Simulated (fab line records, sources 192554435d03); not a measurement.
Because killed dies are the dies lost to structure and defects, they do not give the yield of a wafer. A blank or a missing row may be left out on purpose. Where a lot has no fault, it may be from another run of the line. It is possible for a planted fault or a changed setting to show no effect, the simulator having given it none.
Which tool did it?	flow n5_finfet	12 lots, 36 wafers sampled, at 4 steps of a route of 1938

## WHAT THE GAUGES SHOWED, per wafer
N5_BEOL_M4_RS_MEAS_58: the measuring method here is four-point-probe.
lot	measured	on	M4_RS (ohm/sq)
L075	day 8 03:38	film_metro-02	0.66 0.66 0.67
L077	day 8 13:05	film_metro-02	0.61 0.67 0.62
L079	day 9 00:01	film_metro-01	0.63 0.64 0.69
L082	day 9 16:54	film_metro-01	0.67 0.74 0.70
L083	day 10 02:26	film_metro-01	0.66 0.69 0.70
L086	day 10 10:59	film_metro-02	0.63 0.66 0.68
L085	day 11 02:28	film_metro-02	0.68 0.66 0.64
L089	day 11 07:33	film_metro-02	0.64 0.64 0.64
L091	day 12 08:19	film_metro-02	0.67 0.72 0.73
L093	day 12 15:36	film_metro-01	0.76 0.67 0.65
L095	day 13 02:44	film_metro-01	0.68 0.73 0.69
L097	day 13 11:55	film_metro-02	0.69 0.72 0.67

## WHICH TOOL RAN EACH LOT (tool, then ch and the chambers of the sampled wafers, then the start)
lot	N5_BEOL_M4_SURFACE_TREAT_85	N5_BEOL_M4_SPUTTER_48	N5_BEOL_M4_SPUTTER_86
L075	pvd_sputter-03, day 8 00:36	pvd_sputter-03, day 8 00:49	pvd_sputter-03, day 8 01:29
L077	pvd_sputter-01, day 8 08:43	pvd_sputter-01, day 8 09:04	pvd_sputter-01, day 8 09:44
L079	pvd_sputter-01, day 8 20:47	pvd_sputter-01, day 8 21:13	pvd_sputter-01, day 8 21:53
L082	pvd_sputter-03, day 9 13:39	pvd_sputter-03, day 9 13:58	pvd_sputter-03, day 9 14:38
L083	pvd_sputter-01, day 9 23:17	pvd_sputter-01, day 9 23:35	pvd_sputter-01, day 10 00:14
L086	pvd_sputter-03, day 10 07:52	pvd_sputter-01, day 10 08:09	pvd_sputter-01, day 10 08:49
L085	pvd_sputter-02, day 10 23:11	pvd_sputter-03, day 10 23:31	pvd_sputter-03, day 11 00:10
L089	pvd_sputter-02, day 11 04:26	pvd_sputter-03, day 11 04:43	pvd_sputter-03, day 11 05:22
L091	pvd_sputter-03, day 12 05:16	pvd_sputter-03, day 12 05:29	pvd_sputter-03, day 12 06:09
L093	pvd_sputter-03, day 12 12:08	pvd_sputter-03, day 12 12:41	pvd_sputter-03, day 12 13:20
L095	pvd_sputter-02, day 12 22:46	pvd_sputter-03, day 12 23:56	pvd_sputter-03, day 13 00:35
L097	pvd_sputter-03, day 13 08:41	pvd_sputter-01, day 13 09:05	pvd_sputter-01, day 13 09:45
- N5_BEOL_M4_SURFACE_TREAT_85
- N5_BEOL_M4_SPUTTER_48: material Cu, target thk 4.5 nm, time 8.29 s.
- N5_BEOL_M4_SPUTTER_86: material Cu, target thk 4.5 nm, time 8.29 s.

## THE ANSWER, worked out from the rows above alone
Rule: the usual values come from the lots themselves. The widest of any qualifying gaps counts: lots, ordered by their means at a reading, are off when they make up no more than a third of the lots, leave a main group of 4 or more, and stand apart from it by 3 or more times the standard deviation of that group's means. A main group whose means are all the same, to the digits that the tables above print for the reading, isn't used. Also off: a lot with no number at a reading for which 4 or more lots have one. All remaining lots with rows at the step are treated as sound.
No lot is off on any of the readings shown, so nothing can be concluded from this.

## WHAT WAS PUT IN BY THE SIMULATOR
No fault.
